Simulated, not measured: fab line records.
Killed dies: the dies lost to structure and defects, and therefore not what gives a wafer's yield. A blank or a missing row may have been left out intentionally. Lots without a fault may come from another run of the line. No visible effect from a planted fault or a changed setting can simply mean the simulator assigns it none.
2 desks, one fault :: flow n5_finfet :: only its own numbers are on each desk; what lay behind them is given at the end

== DESK OF THE TOOL OWNER: pvd_sputter-03 ==
The tool's own readings at N5_BEOL_M2_SPUTTER_48 (material Cu, target thk 4.5 nm, time 8.29 s): means of the sampled wafers that have a number, for each lot that ran on this tool. A lot is out of limits, marked OUT, if its mean lies more than 4 standard deviations from the usual mean; the brackets give that distance.
Columns: A = throttle_valve_pct at N5_BEOL_M2_SPUTTER_48, usual 29.9 %
lot: L828
first seen here: day 8 04:58
A: 29.6

lot: L829
first seen here: day 8 09:35
A: 29.7
This desk found nothing out of limits on any of the 2 lots.

== AT THE METROLOGY DESK ==
Lot by lot, what the gauges showed, no matter which tool ran the lot: averages of those sampled wafers that carry a number. A lot is out of limits, marked OUT, if its mean lies more than 4 standard deviations from the usual mean; the brackets give that distance.
Columns: A = trench_depth_nm at N5_BEOL_M2_OCD_MEAS_38, usual 55.2 nm; B = cd_nm at N5_BEOL_M2_CD_MEAS_35, usual 18.0 nm; C = M2_RS at N5_BEOL_M2_RS_MEAS_58, usual 0.682 ohm/sq; D = M3_ILD_THK at N5_BEOL_M3_THK_MEAS_01, usual 79.4 nm
lot: L828
first seen here: day 8 03:57
A: 56.3
B: 17.9
C: 0.659
D: 80.3

lot: L829
first seen here: day 8 07:50
A: 54.6
B: 17.8
C: 0.677
D: 79.2

lot: L834
first seen here: day 9 23:50
A: 54.4
B: 18.1
C: 0.748
D: 80.0

lot: L836
first seen here: day 10 18:54
A: 55.0
B: 17.9
C: 0.693
D: 78.3

lot: L839
first seen here: day 11 11:39
A: 56.8
B: 17.9
C: 0.659
D: 79.1
This desk found nothing out of limits on any of the 5 lots.

== PUT TOGETHER ==
The desk of the tool owner found nothing out of limits.
At the metrology desk, nothing out of limits was observed.

== WHAT THE SIMULATOR PUT IN ==
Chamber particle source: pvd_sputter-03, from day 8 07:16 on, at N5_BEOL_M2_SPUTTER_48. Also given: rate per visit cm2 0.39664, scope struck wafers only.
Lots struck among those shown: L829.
